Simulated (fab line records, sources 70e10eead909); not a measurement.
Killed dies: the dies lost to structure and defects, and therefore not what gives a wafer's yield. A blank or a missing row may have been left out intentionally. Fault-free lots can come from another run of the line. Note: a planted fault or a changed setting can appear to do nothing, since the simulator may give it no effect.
One fault seen from 2 desks	flow nand-harc	each desk holds nothing but its own numbers, with what lay behind them at the end

METROLOGY DESK
What the gauges read, lot by lot, whatever tool the lot ran on: means of the sampled wafers that have a number. A lot is out of limits, marked OUT, if its mean lies more than 4 standard deviations from the usual mean; the brackets give that distance.
Columns: A = cd-nm at NHARC_P_STI_CD_MEAS_09, usual 200.2 nm; B = overlay-x-nm at NHARC_P_STI_OVL_MEAS_10, usual -1 nm; C = overlay-y-nm at NHARC_P_STI_OVL_MEAS_10, usual 2 nm
lot	first seen here	A	B	C
L414	day 2 15:50	200.8	-1	6
L413	day 2 16:00	199.4	-4	-4
L415	day 3 01:08	198.9	2	1
L417	day 3 12:30	198.9	7	-2
L420	day 4 07:33	202.8	-5	-4
L423	day 4 22:11	201.1	-4	-16
L429	day 6 10:43	198.0	4	-3
L430	day 6 19:55	201.6	1	-6
L431	day 6 20:05	201.9	4	5
L433	day 7 12:17	200.2	6	-7
L434	day 7 18:45	199.5	-19	11
L435	day 7 23:10	198.1	2	7
This desk found nothing out of limits on any of the 12 lots.

DESK OF THE TOOL OWNER: krf-scanner-04
The tool's own readings at NHARC_P_STI_EXPOSE_06 (exposes mask P STI, target cd 200 nm): means of the sampled wafers that have a number, for each lot that ran on this tool. A lot is out of limits, marked OUT, if its mean lies more than 4 standard deviations from the usual mean; the brackets give that distance.
Columns: A = exposure-dose-mJ-cm2 at NHARC_P_STI_EXPOSE_06, usual 37.65; B = focus-offset-nm at NHARC_P_STI_EXPOSE_06, usual 0.2 nm
lot	first seen here	A	B
L414	day 2 15:41	37.65	0.1
L415	day 3 00:59	37.61	1.2
L430	day 6 19:46	37.61	0.9
L435	day 7 23:01	37.65	0.2
This desk found nothing out of limits on any of the 4 lots.

TAKEN TOGETHER
From the metrology desk's view, nothing was out of limits.
Nothing out of limits was seen by the tool owner's desk.

WHAT HAD BEEN PUT IN BY THE SIMULATOR
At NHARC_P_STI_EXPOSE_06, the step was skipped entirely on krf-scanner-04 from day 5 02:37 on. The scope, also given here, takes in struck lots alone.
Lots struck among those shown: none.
